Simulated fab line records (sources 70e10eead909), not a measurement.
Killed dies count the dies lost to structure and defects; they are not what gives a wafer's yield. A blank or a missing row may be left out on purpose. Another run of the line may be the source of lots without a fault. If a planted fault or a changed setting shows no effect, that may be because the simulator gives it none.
fab line records    flow nandHarc
record: lots: 7  wafers: 21  lastDay: 33
route steps=1302 shown A_CONTACT@1033 END@1302
lots with no fault: from the same line, run without faults
startH: hours from the record's first day to the start of the lot's first wafer shown    waitH: how many hours have passed since the lot's step before this one    " unchanged from the row above    L1.1+2: a row that stands for several wafers    - either no value or no given start    * or withheld: withheld    < > ~ a bound
route shown NAME@n: NAME is a module with steps in the file, n the number in the route of the first one    usual: mean/standard deviation taken from wafers without a fault    same: alike in all rows    chamber/n: place in a boat    sites: readings site by site    _std_site: standard deviation across them    _edge_site: the outer-site mean with the inner-site mean subtracted    radiusMm: for every site, how far away it sits from the centre of the wafer    mask NAME#n: copy n    behind: the most recent tool/chamber to have shaped the wafer    hold: cause of the lot's hold/its duration in hours/its outcome    device: names the non-switching transistor (n, p or np)    end of line: at the end of the route, the tests of the same wafers    step lacking rows: just its recipe    killed: at the first sort, the dies lost to defects and structure; wafer yield is something else    map: a wafer's dies, x killed, . not, _ none there
set.NAME: the setting the step ran with; set.NAME@STEP: the setting that earlier step ran with    model.NAME: the simulator's own value behind a step, which no gauge read
lots at some steps of the route; a table a step, a row a wafer
services: from which hour (startH, from the record's first day; less than 0 if before it) a tool's chamber was out of use, for how many hours, and why
== steps ==
step: NHARC_A_CONTACT_COAT_63
recipe: spinRpm: 1500  resistThkNm: 90
step: NHARC_A_CONTACT_SOFTBAKE_64
recipe: tempC: 105  timeS: 55
step: NHARC_A_CONTACT_EBR_65
step: NHARC_A_CONTACT_EXPOSE_66
recipe: na: 1.35  sigmaOuter: 0.8  doseMj: 59.02  maskId: A_CC_2
step: NHARC_A_CONTACT_PEB_67
recipe: pebTempC: 100  pebTimeS: 65
step: NHARC_A_CONTACT_DEVELOP_68
recipe: developTimeS: 35  devTempC: 23
step: NHARC_A_CONTACT_CD_MEAS_69
recipe: targetCdNm: 300  landingEnergyEv: 500
usual: cdNm: 299.7/0.66
lot.wafer  tool      chamber  startH  waitH  cdNm
L221.2     cdSem-01  0        491.52  -      299.7
L221.3     "         0        "       "      298.8
L221.4     "         0        "       "      299.0
L226.1     cdSem-03  0        566.18  -      300.4
L226.5     "         0        "       "      300.0
L226.6     "         0        "       "      300.0
L234.1     cdSem-03  0        642.84  -      300.3
L234.2     "         0        "       "      300.5
L234.5     "         0        "       "      300.3
L238.2     cdSem-01  0        653.90  -      300.6
L238.3     "         0        "       "      300.2
L238.4     "         0        "       "      299.4
L242.1     cdSem-02  0        711.09  -      299.6
L242.4     "         0        "       "      299.5
L242.5     "         0        "       "      300.2
L243.1     cdSem-01  0        719.56  -      300.0
L243.2     "         0        "       "      299.5
L243.5     "         0        "       "      299.2
L244.2     cdSem-02  0        729.71  -      299.1
L244.4     "         0        "       "      299.0
L244.5     "         0        "       "      299.2
step: NHARC_A_CONTACT_OVL_MEAS_70
usual: overlayXNm: -0.1/0.84  overlayYNm: 0.1/0.87
lot.wafer  tool        chamber  startH  waitH  overlayXNm  overlayYNm
L221.2     overlay-01  -        491.61  -      -0.7        1.1
L221.3     "           -        "       "      -0.1        1.5
L221.4     "           -        "       "      -0.4        1.0
L226.1     overlay-01  -        566.27  -      -0.3        1.1
L226.5     "           -        "       "      -0.5        0.9
L226.6     "           -        "       "      -1.0        1.4
L234.1     overlay-02  -        642.93  -      -2.2        -0.8
L234.2     "           -        "       "      -2.1        -1.2
L234.5     "           -        "       "      -1.7        -0.8
L238.2     overlay-02  -        653.98  -      -1.4        -0.3
L238.3     "           -        "       "      -1.1        -0.9
L238.4     "           -        "       "      -0.2        -0.4
L242.1     overlay-01  -        711.18  -      1.1         0.4
L242.4     "           -        "       "      0.4         -0.5
L242.5     "           -        "       "      0.6         -0.3
L243.1     overlay-02  -        719.65  -      0.1         1.1
L243.2     "           -        "       "      -0.1        0.5
L243.5     "           -        "       "      -0.1        0.6
L244.2     overlay-02  -        729.79  -      -1.8        1.1
L244.4     "           -        "       "      -1.9        0.6
L244.5     "           -        "       "      -2.0        0.7
step: NHARC_A_CONTACT_INSPECT_71
usual: rawDefectCount: 88/39
lot.wafer  tool              chamber  startH  waitH  rawDefectCount
L221.2     defectInspect-01  -        491.65  0.0    133
L221.3     "                 -        "       "      150
L221.4     "                 -        "       "      146
L226.1     defectInspect-01  -        566.30  0.0    58
L226.5     "                 -        "       "      63
L226.6     "                 -        "       "      67
L234.1     defectInspect-01  -        642.96  0.0    105
L234.2     "                 -        "       "      94
L234.5     "                 -        "       "      91
L238.2     defectInspect-02  -        654.02  0.0    148
L238.3     "                 -        "       "      159
L238.4     "                 -        "       "      132
L242.1     defectInspect-01  -        711.22  0.0    37
L242.4     "                 -        "       "      40
L242.5     "                 -        "       "      43
L243.1     defectInspect-02  -        719.68  0.0    55
L243.2     "                 -        "       "      64
L243.5     "                 -        "       "      67
L244.2     defectInspect-02  -        729.83  0.0    50
L244.4     "                 -        "       "      47
L244.5     "                 -        "       "      67
step: NHARC_A_CONTACT_DESCUM_74
recipe: timeS: 3  o2FlowSccm: 200  arFlowSccm: 0  biasPowerW: 0  chemistry: O2
usual: drypumpMotorCurrentA: 5.69/0.29  oesProductAu: 0.999/0.016  rfVppV: 57.9/0.99  showerheadPlenumPTorr: 1.93/0.11  throttleValvePct: 11.311/0.0089
lot.wafer  tool        chamber  startH  waitH  drypumpMotorCurrentA  oesProductAu  rfHoursCounterH  rfVppV  showerheadPlenumPTorr  throttleValvePct
L221.3     rieDiel-12  3        491.71  0.1    5.45                  1.021         7                57.8    2.01                   11.300
L221.2     "           0        "       "      5.54                  1.012         3                59.8    2.08                   11.312
L221.4     "           1        "       "      6.01                  1.001         6                56.5    1.77                   11.309
L226.1     rieDiel-05  3        566.39  0.1    5.68                  0.975         47               58.9    2.04                   11.318
L226.5     "           0        "       "      5.75                  1.008         -                58.3    1.93                   11.302
L226.6     "           1        "       "      5.12                  0.994         -                57.7    1.84                   11.316
L234.2     rieDiel-05  2        643.10  0.1    5.50                  1.022         15               58.1    1.85                   11.307
L234.1     "           3        "       "      5.67                  0.989         20               58.9    2.03                   11.317
L234.5     "           2        "       "      5.53                  1.007         -                58.0    1.85                   11.313
L238.4     rieDiel-10  3        654.09  0.1    6.06                  1.005         20               57.2    1.88                   11.309
L238.2     "           0        "       "      6.14                  0.967         20               58.1    2.07                   11.312
L238.3     "           1        "       "      5.23                  0.994         22               56.2    1.95                   11.311
L242.4     rieDiel-12  3        711.28  0.1    5.46                  1.016         10               59.8    2.00                   11.305
L242.1     "           2        "       "      5.89                  1.003         10               57.9    1.77                   11.309
L242.5     "           3        "       "      5.47                  1.024         -                57.5    2.00                   11.304
L243.1     rieDiel-12  1        719.74  0.1    6.01                  0.977         13               57.5    2.07                   11.309
L243.2     "           0        "       "      5.56                  0.987         12               58.4    2.06                   11.315
L243.5     "           2        "       "      5.91                  0.998         -                57.4    1.77                   11.311
L244.4     rieDiel-12  3        729.91  0.1    5.45                  1.013         14               58.8    2.00                   11.285
L244.2     "           0        "       "      5.55                  0.991         14               57.6    2.06                   11.299
L244.5     "           2        "       "      5.88                  0.989         -                56.8    1.77                   11.320
step: NHARC_A_CONTACT_ETCH_75
recipe: targetDepthA: 390  overEtchFrac: 0.3  timeS: 65  ionEnergyEv: 80  cf4FlowSccm: 150  arFlowSccm: 0  rfW: 300  biasW: 100  chemistry: CF4
usual: drypumpMotorCurrentA: 5.67/0.29  oesProductAu: 1.000/0.017  rfVppV: 151.6/1.4  showerheadPlenumPTorr: 1.79/0.096  throttleValvePct: 13.283/0.009
same: overEtchFrac: 0.3
lot.wafer  tool        chamber  startH  waitH  drypumpMotorCurrentA  oesProductAu  rfHoursCounterH  rfVppV  showerheadPlenumPTorr  throttleValvePct
L221.4     rieDiel-12  0        491.79  0.1    5.54                  1.015         3                152.6   1.91                   13.280
L221.3     "           1        "       "      6.08                  1.008         6                148.9   1.64                   13.293
L221.2     "           2        "       "      5.91                  0.979         7                149.3   1.65                   13.264
L226.1     rieDiel-05  1        566.45  0.1    5.15                  1.003         43               152.8   1.71                   13.286
L226.5     "           1        "       "      5.13                  1.004         -                150.9   1.71                   13.288
L226.6     "           2        "       "      5.53                  1.016         -                151.4   1.72                   13.286
L234.2     rieDiel-05  0        643.18  0.1    5.78                  1.006         17               152.7   1.78                   13.286
L234.1     "           2        "       "      5.51                  1.022         15               150.8   1.71                   13.274
L234.5     "           1        "       "      5.12                  0.984         -                150.6   1.70                   13.282
L238.2     rieDiel-10  0        654.17  0.1    6.12                  0.977         20               152.5   1.90                   13.267
L238.4     "           1        "       "      5.20                  1.001         22               150.9   1.80                   13.287
L238.3     "           2        "       "      5.57                  1.001         18               151.6   1.90                   13.273
L242.1     rieDiel-12  1        711.38  0.1    6.06                  0.986         11               154.2   1.90                   13.286
L242.4     "           2        "       "      5.91                  0.997         10               149.8   1.64                   13.289
L242.5     "           3        "       "      5.44                  1.014         -                150.9   1.84                   13.297
L243.2     rieDiel-12  3        719.83  0.1    5.43                  1.020         12               151.1   1.84                   13.286
L243.1     "           2        "       "      5.88                  1.002         11               150.7   1.64                   13.274
L243.5     "           3        "       "      5.40                  1.010         -                151.2   1.84                   13.266
L244.2     rieDiel-12  2        729.99  0.1    5.91                  0.983         13               149.8   1.64                   13.277
L244.4     "           3        "       "      5.43                  1.010         14               151.6   1.84                   13.285
L244.5     "           1        "       "      6.07                  0.990         -                153.6   1.90                   13.273
step: NHARC_A_CONTACT_ETCH_76
recipe: targetDepthA: 2600  overEtchFrac: 0.3  timeS: 475.3  ionEnergyEv: 200  n2FlowSccm: 150  h2FlowSccm: 150  arFlowSccm: 0  rfW: 400  biasW: 150  chemistry: N2/H2
usual: drypumpMotorCurrentA: 5.69/0.28  n2FlowSccm: 150.0/0.43  oesProductAu: 0.999/0.015  rfVppV: 431/3.5  showerheadPlenumPTorr: 2.07/0.12  throttleValvePct: 14.171/0.0092
same: overEtchFrac: 0.3
lot.wafer  tool        chamber  startH  waitH  drypumpMotorCurrentA  n2FlowSccm  oesProductAu  rfHoursCounterH  rfVppV  showerheadPlenumPTorr  throttleValvePct
L221.2     rieDiel-12  3        -       -      5.43                  150.1       1.008         7                435     2.14                   14.160
L221.3     "           0        "       "      5.56                  150.5       1.006         4                438     2.22                   14.184
L221.4     "           1        "       "      6.03                  150.1       0.992         6                426     1.88                   14.179
L226.1     rieDiel-05  2        -       -      5.52                  150.0       1.021         46               429     1.98                   14.188
L226.5     "           2        "       "      5.53                  150.4       1.021         -                429     1.98                   14.169
L226.6     "           3        "       "      5.69                  150.5       0.983         -                433     2.18                   14.182
L234.2     rieDiel-05  2        -       -      5.54                  150.5       1.022         16               428     1.97                   14.167
L234.1     "           0        "       "      5.80                  150.3       1.008         18               431     2.05                   14.186
L234.5     "           3        "       "      5.71                  149.2       0.982         -                434     2.17                   14.176
L238.2     rieDiel-10  2        -       -      5.56                  149.4       1.010         18               435     2.21                   14.166
L238.3     "           3        "       "      6.08                  150.5       1.008         21               430     2.00                   14.175
L238.4     "           0        "       "      6.16                  149.9       0.980         20               433     2.21                   14.182
L242.1     rieDiel-12  3        -       -      5.47                  150.1       1.014         10               432     2.13                   14.182
L242.4     "           0        "       "      5.56                  149.8       0.985         10               435     2.20                   14.173
L242.5     "           3        "       "      5.47                  150.3       1.020         -                432     2.13                   14.180
L243.1     rieDiel-12  0        -       -      5.56                  149.9       0.988         12               436     2.20                   14.170
L243.2     "           3        "       "      5.44                  150.1       1.021         12               433     2.13                   14.174
L243.5     "           0        "       "      5.56                  149.7       0.987         -                435     2.20                   14.168
L244.2     rieDiel-12  2        -       -      5.88                  149.9       0.992         13               426     1.88                   14.188
L244.4     "           3        "       "      5.46                  150.5       1.013         14               433     2.13                   14.161
L244.5     "           2        "       "      5.88                  149.7       1.002         -                427     1.88                   14.173
step: NHARC_A_CONTACT_ETCH_77
recipe: targetDepthA: 1089  timeS: 54.5  cf4FlowSccm: 100  chf3FlowSccm: 30  arFlowSccm: 0  rfW: 500  biasW: 200  chemistry: CF4/CHF3
usual: drypumpMotorCurrentA: 5.68/0.29  oesProductAu: 0.944/0.024  rfVppV: 371/3  showerheadPlenumPTorr: 1.59/0.088  throttleValvePct: 16.804/0.0099
lot.wafer  tool        chamber  startH  waitH  drypumpMotorCurrentA  oesProductAu  rfHoursCounterH  rfVppV  showerheadPlenumPTorr  throttleValvePct
L221.2     rieDiel-12  3        492.23  -      5.43                  0.945         8                374     1.65                   16.808
L221.3     "           0        "       "      5.53                  0.930         4                375     1.70                   16.824
L221.4     "           1        "       "      6.06                  0.928         6                366     1.46                   16.802
L226.1     rieDiel-05  3        566.96  -      5.70                  0.907         48               374     1.67                   16.833
L226.6     "           1        "       "      5.10                  0.912         -                369     1.52                   16.806
L226.5     "           2        "       "      5.53                  0.934         -                369     1.53                   16.801
L234.1     rieDiel-05  3        643.62  -      5.68                  0.945         20               375     1.67                   16.780
L234.2     "           0        "       "      5.76                  0.969         18               372     1.58                   16.804
L234.5     "           0        "       "      5.79                  0.971         -                371     1.58                   16.805
L238.2     rieDiel-10  1        654.61  -      5.19                  0.980         22               371     1.61                   16.789
L238.3     "           2        "       "      5.56                  0.967         18               377     1.70                   16.804
L238.4     "           3        "       "      6.10                  0.961         21               369     1.55                   16.815
L242.1     rieDiel-12  2        711.80  -      5.90                  0.929         10               367     1.46                   16.793
L242.4     "           3        "       "      5.45                  0.938         10               374     1.64                   16.820
L242.5     "           2        "       "      5.89                  0.801         -                367     1.46                   16.818
L243.1     rieDiel-12  1        720.27  -      6.04                  0.941         13               374     1.70                   16.774
L243.2     "           2        "       "      5.91                  0.954         11               367     1.46                   16.799
L243.5     "           2        "       "      5.86                  0.821         -                367     1.46                   16.808
L244.4     rieDiel-12  1        730.41  -      6.03                  0.915         16               373     1.70                   16.810
L244.2     "           3        "       "      5.44                  0.948         14               372     1.64                   16.810
L244.5     "           2        "       "      5.90                  0.802         -                368     1.46                   16.796
step: NHARC_A_CONTACT_ETCH_78
recipe: targetDepthA: 53000  overEtchFrac: 0.3  timeS: 1378  ionEnergyEv: 150  o2FlowSccm: 400  cosFlowSccm: 20  arFlowSccm: 0  rfW: 500  biasW: 300  chemistry: O2/COS
usual: drypumpMotorCurrentA: 5.69/0.3  oesProductAu: 0.999/0.015  rfVppV: 314.7/2.6  showerheadPlenumPTorr: 3.15/0.18  throttleValvePct: 28.329/0.0091
same: overEtchFrac: 0.3
lot.wafer  tool        chamber  startH  waitH  drypumpMotorCurrentA  oesProductAu  rfHoursCounterH  rfVppV  showerheadPlenumPTorr  throttleValvePct
L221.3     rieDiel-12  0        -       -      5.55                  1.000         4                316.2   3.37                   28.363
L221.2     "           1        "       "      6.03                  0.996         6                312.0   2.90                   28.334
L221.4     "           2        "       "      5.93                  0.977         7                310.9   2.91                   28.334
L226.1     rieDiel-05  0        -       -      5.81                  1.012         46               313.3   3.15                   28.336
L226.5     "           1        "       "      5.14                  0.993         -                311.1   3.01                   28.335
L226.6     "           2        "       "      5.53                  1.028         -                313.8   3.04                   28.328
L234.1     rieDiel-05  0        -       -      5.80                  0.997         18               314.5   3.14                   28.343
L234.2     "           1        "       "      5.10                  0.981         16               312.9   3.01                   28.313
L234.5     "           0        "       "      5.79                  1.000         -                314.7   3.14                   28.352
L238.4     rieDiel-10  1        -       -      5.21                  0.985         22               317.0   3.18                   28.333
L238.2     "           2        "       "      5.53                  1.005         18               318.2   3.36                   28.324
L238.3     "           0        "       "      6.10                  0.974         20               318.1   3.36                   28.313
L242.4     rieDiel-12  1        -       -      6.03                  0.981         12               320.6   3.37                   28.333
L242.1     "           3        "       "      5.49                  1.019         10               317.8   3.25                   28.328
L242.5     "           0        "       "      5.56                  0.994         -                316.8   3.35                   28.334
L243.2     rieDiel-12  1        -       -      6.04                  0.985         14               318.5   3.37                   28.335
L243.1     "           2        "       "      5.87                  1.001         11               310.3   2.90                   28.330
L243.5     "           2        "       "      5.89                  0.995         -                311.5   2.90                   28.329
L244.2     rieDiel-12  3        -       -      5.42                  1.021         14               315.2   3.25                   28.311
L244.4     "           0        "       "      5.57                  0.998         14               315.3   3.35                   28.329
L244.5     "           2        "       "      5.89                  0.987         -                310.4   2.90                   28.323
step: NHARC_END_SORT_01
recipe: tempC: 25
usual: killedAtArray: 52/17  killedAtOther: 1.2/1.4  killedAtPeriphery: 4.7/2.9  killedDies: 58/17  killedOpen: 3.2/1.9  killedShort: 2.4/1.4
same: grossDies: 677
lot.wafer  tool       chamber  startH  waitH  killedAtArray  killedAtOther  killedAtPeriphery  killedDies  killedOpen  killedShort
L226.1     prober-02  0        624.86  2.5    35             0              5                  40          1           2
L226.5     prober-02  0        628.08  3.7    39             0              12                 51          6           0
L226.6     prober-02  0        628.89  4.0    30             0              4                  34          1           2
L234.1     prober-01  0        705.82  2.5    78             0              2                  80          1           3
L234.2     prober-01  0        706.62  2.8    62             0              0                  62          4           2
L234.5     prober-01  0        709.01  3.7    46             0              4                  50          4           0
L238.2     prober-02  0        716.10  2.8    70             3              2                  75          4           0
L238.3     prober-02  0        716.89  3.1    69             1              4                  74          6           1
L238.4     prober-02  0        717.69  3.4    71             1              3                  75          4           2
L242.5     prober-02  0        776.08  3.7    583            3              5                  591         5           2
L243.5     prober-01  0        781.77  3.7    549            3              9                  561         4           3
L244.5     prober-01  0        792.82  3.7    566            0              4                  570         4           1
killed by level:class
L226.1 A_CHANNEL_HOLE_D2:chamberFilmFlake=21 A_SLIT:chamberFilmFlake=3 A_CONTACT:chamberFilmFlake=3 P_GATE:chamberFilmFlake=2 A_CHANNEL_HOLE_D1:chamberFilmFlake=2 P_BONDPAD:geometricParticle:short=1 A_CHANNEL_FILL_D1:geometricParticle:short=1 A_M0:geometricParticle:open=1
L226.5 A_CHANNEL_HOLE_D2:chamberFilmFlake=28 P_ZERO_WELL:chamberFilmFlake=3 P_M2:chamberFilmFlake=3 A_BLC:geometricParticle:open=2 A_DECK1_JOINT:chamberFilmFlake=2 P_STI:chamberFilmFlake=2 P_GATE:chamberFilmFlake=2 A_CHANNEL_HOLE_D1:chamberFilmFlake=2
L226.6 A_CHANNEL_HOLE_D2:chamberFilmFlake=17 A_CHANNEL_HOLE_D1:chamberFilmFlake=4 A_SLIT:chamberFilmFlake=2 A_CONTACT:chamberFilmFlake=2 P_M0:geometricParticle:short=1 A_SGD_CUT:geometricParticle:open=1 A_WL_FILL:geometricParticle:short=1 P_STI:chamberFilmFlake=1
L234.1 A_CHANNEL_HOLE_D2:chamberFilmFlake=29 A_CHANNEL_HOLE_D1:chamberFilmFlake=21 A_CONTACT:chamberFilmFlake=9 A_M1:chamberFilmFlake=7 A_SLIT:chamberFilmFlake=5 A_STAIRCASE:chamberFilmFlake=3 P_M1:geometricParticle:short=1 A_DECK1_JOINT:geometricParticle:short=1
L234.2 A_CHANNEL_HOLE_D1:chamberFilmFlake=27 A_CHANNEL_HOLE_D2:chamberFilmFlake=18 A_CONTACT:chamberFilmFlake=4 A_STAIRCASE:chamberFilmFlake=3 A_CHANNEL_FILL_D2:geometricParticle:open=1 A_CHANNEL_FILL_D2:geometricParticle:short=1 A_WL_FILL:geometricParticle:open=1 A_BLC:geometricParticle:open=1
L234.5 A_CHANNEL_HOLE_D1:chamberFilmFlake=15 A_CHANNEL_HOLE_D2:chamberFilmFlake=11 A_CONTACT:chamberFilmFlake=8 P_M0:geometricParticle:open=3 A_SLIT:chamberFilmFlake=3 A_M1:chamberFilmFlake=3 A_WL_FILL:geometricParticle:open=1 P_ZERO_WELL:chamberFilmFlake=1
L238.2 A_CHANNEL_HOLE_D1:chamberFilmFlake=28 A_CHANNEL_HOLE_D2:chamberFilmFlake=15 A_SLIT:chamberFilmFlake=14 A_STAIRCASE:chamberFilmFlake=4 P_GATE:geometricParticle:open=2 A_CHANNEL_FILL_D1:chamberFilmFlake=2 A_CHANNEL_FILL_D2:chamberFilmFlake=2 A_CONTACT:chamberFilmFlake=2
L238.3 A_CHANNEL_HOLE_D1:chamberFilmFlake=25 A_SLIT:chamberFilmFlake=15 A_CHANNEL_HOLE_D2:chamberFilmFlake=9 A_CONTACT:chamberFilmFlake=4 A_WL_FILL:chamberFilmFlake=3 A_CONTACT:geometricParticle:open=2 P_ZERO_WELL:chamberFilmFlake=2 A_ZERO_WELL:chamberFilmFlake=2
L238.4 A_SLIT:chamberFilmFlake=29 A_CHANNEL_HOLE_D1:chamberFilmFlake=15 A_CHANNEL_HOLE_D2:chamberFilmFlake=14 A_CHANNEL_FILL_D1:chamberFilmFlake=4 P_ZERO_WELL:chamberFilmFlake=2 A_STAIRCASE:chamberFilmFlake=2 P_M0:geometricParticle:open=1 A_ONON_D1:geometricParticle:open=1
L242.5 A_CONTACT:areaEtch=539 A_CHANNEL_HOLE_D1:chamberFilmFlake=15 A_SLIT:chamberFilmFlake=7 A_STAIRCASE:chamberFilmFlake=6 A_M1:chamberFilmFlake=5 A_WL_FILL:chamberFilmFlake=3 THIN_TSV:chamberFilmFlake=3 A_CONTACT:chamberFilmFlake=2
L243.5 A_CONTACT:areaEtch=485 A_CHANNEL_HOLE_D2:chamberFilmFlake=34 A_CONTACT:chamberFilmFlake=13 A_SLIT:chamberFilmFlake=10 P_M2:chamberFilmFlake=5 P_ZERO_WELL:chamberFilmFlake=3 THIN_TSV:chamberFilmFlake=3 A_M0:geometricParticle:open=2
L244.5 A_CONTACT:areaEtch=525 A_SLIT:chamberFilmFlake=19 A_CHANNEL_HOLE_D2:chamberFilmFlake=9 A_STAIRCASE:chamberFilmFlake=4 A_CONTACT:geometricParticle:open=3 A_CONTACT:chamberFilmFlake=3 P_CONTACT:geometricParticle:open=1 P_M0:geometricParticle:short=1
map L242.5 (x killed, . not)
____________.____________
_________..x.x.x_________
_______x.x..x....x_______
______....x.xxxxxxx______
_____.x.xx.xxxxxxx.x_____
____x.x.xx..xxx.xxxx.____
____x...x.xxxxxxxx...____
___..xx.x.xxxxxxxx.x..___
___.xxxxxxxxx.xxxxx.xx___
__..xx.xxxxxxxxxxxxxxx.__
__x.xxxxxxxxxxxxxx.xxxx__
_.xxxxx.xxxxxxxxxxxxxx.._
_.x..xxx.xxxxxxxxxxxxxx._
_xxxxxxxxxxxxxxxxxxxxxxx_
_.x..xxxxxxxxxxxxxxxxxxx_
_xxxxx.xxxxxxxxxxxxxxxxx_
xx.xxxxxxxxxxxxxxxxxxxxx.
.xxxxxxxxxxxxxxxxxxxxxxxx
.xxxxxxxxxxxxxxxxxxxxxx.x
.x.xxxxxxxxxxxxxxxxxxxxxx
xxxxx.xxxxxxxxxxxxxxxxxxx
_xx.xxxxxxxxxxxxxxxxxx.x_
_x.xxxxxxxxxxxxxxxxx.xxx_
_xxxxxxxxxxxxxxxxxxxxxxx_
_xxxxxxxxxxxxxxxxxxxxxx._
_.xxxxxxxxxxxxxxxxxxxxx._
__xxxxxxxxxxxxxxxxxx.xx__
__x.xxxxxxxxxxxxxxxxxxx__
___xxxxxxxxxxxxxxxx.xx___
___xxxxxxxxxxxxxxxxxxx___
____xxxxxxxxxxxxxxxxx____
____.xxxxxxxxxxxxxx.x____
_____xxxxxxxxxxxxxxx_____
______.x.xxxxxxxxxx______
_______xxxxxxxxxxx_______
_________xxxxxxx_________
____________.____________
map L243.5 (x killed, . not)
____________.____________
_________....x.x_________
_______x....x.x..._______
______....x.xxx....______
_____..x.xxx.x.xx..._____
____xx.xx.xxxxxx..xx.____
____..x.x.xxxxxxxxxxx____
___.xxx.x.x.xxxxxxxx..___
___x.x.xxxxxxxxxxxxxx.___
__.x.xxxxxxxxxxxxxxxxxx__
__x.x.xx.xxxxxxxxxxxxxx__
_...xxxxx.xxxxxxxxxxxxx._
_..xxx.xxxxxxxxxxxxxxxxx_
_....xx.xxxxxxxxxxxxxxx._
_.xxxxxxxxxxxxxxxxxxxx.x_
_...xxxxxxxxxxxxxxxxxxxx_
..xxxxxxxxxxxxxxxxxxxxxx.
..x.xxxxxxxxxxxxxxxxxxxxx
xx.xxxxxxxxxxxxxxxxxxxxxx
..xx.xxxxxxxxxxxxxxxxxx..
...xxxxxxxxxxxxxxxxxxxxxx
_x..xxxxxxxxxxx.xxxxxxxx_
_..xxxxxxxxxxxxxxxxxxxxx_
_...xxxxxxxxxxxxxxxxxxx._
_.xx..xxxxxxxxxxxxxxxxxx_
_.xxxxxxxxxxxxxxxxxxxxxx_
__.xxxxxxxxxxxxxxxxxxxx__
__..xxxxxxxxxxxxxxxxxxx__
___xx.xxxxxxxxxxxxxxxx___
___x.xxxxxxxxxxxxxxxxx___
____xxxxxxxxxxxxxxxxx____
____.xxxxxxxxxxxxx.x.____
_____xxxxxxxxxxxxxxx_____
______.xxxxxxxxxx.x______
_______xxxxxxxxxx._______
_________x.x.xx._________
____________.____________
== services ==
tool        chamber  startH  hours  kind
rieDiel-12  2        471.53  4.4    repair
rieDiel-12  0        478.90  -      clean
rieDiel-12  1        478.90  -      clean
rieDiel-12  2        478.90  -      clean
rieDiel-12  3        478.90  -      clean
rieDiel-12  0        479.83  3.0    repair
rieDiel-10  1        482.68  6.5    repair
rieDiel-12  0        503.40  -      clean
rieDiel-12  1        503.40  -      clean
rieDiel-12  2        503.40  -      clean
rieDiel-12  3        503.40  -      clean
rieDiel-12  0        527.90  -      clean
rieDiel-12  1        527.90  -      clean
rieDiel-12  2        527.90  -      clean
rieDiel-10  2        543.91  4.8    repair
rieDiel-05  -        561.39  0.7    repair
rieDiel-05  1        576.02  10.6   repair
rieDiel-05  -        587.51  9.0    pm
rieDiel-10  -        598.86  9.0    pm
rieDiel-12  -        622.40  9.0    pm
rieDiel-05  -        622.42  1.1    repair
rieDiel-12  2        632.62  14.1   repair
rieDiel-10  0        635.75  1.2    repair
rieDiel-10  1        698.98  18.1   repair
== key ==
firstSign: step: NHARC_A_CONTACT_ETCH_77  reading: oesProductAu  direction: down  sigmas: 5.7  usual: 0.944  struck: 0.808
effect: step: NHARC_END_SORT_01  reading: killedAtArray  direction: up  sigmas: 31  usual: 52  struck: 566
moreKillsBornAt: NHARC_A_CONTACT_ETCH_77@rieDiel-12: 1549
metAt NHARC_A_CONTACT_ETCH_77
struckWafers L242.5,L243.5,L244.5
laterRowsLeftOut L242.5,L243.5,L244.5
testerLeftOut L242,L243,L244
onsetBetween 492.23 711.80
fault: kind: processParameterDrift  tool: rieDiel-12  chamber: -  onsetH: 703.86  steps: NHARC_A_CONTACT_ETCH_77  channel: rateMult  offset: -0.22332  shape: step  endH: 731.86  scope: struckWafersOnly
testerLeftOut: of these lots the tester's yield and bins aren't shown, on N5 and GAA mostly nor the transistor test; their killed dies are dies lost to structure and defects alone, not to doping, threshold or leakage, so they don't give the yield
laterRowsLeftOut: the simulator's readings of these wafers behind a module that went badly wrong aren't trusted and aren't shown, but for the sort
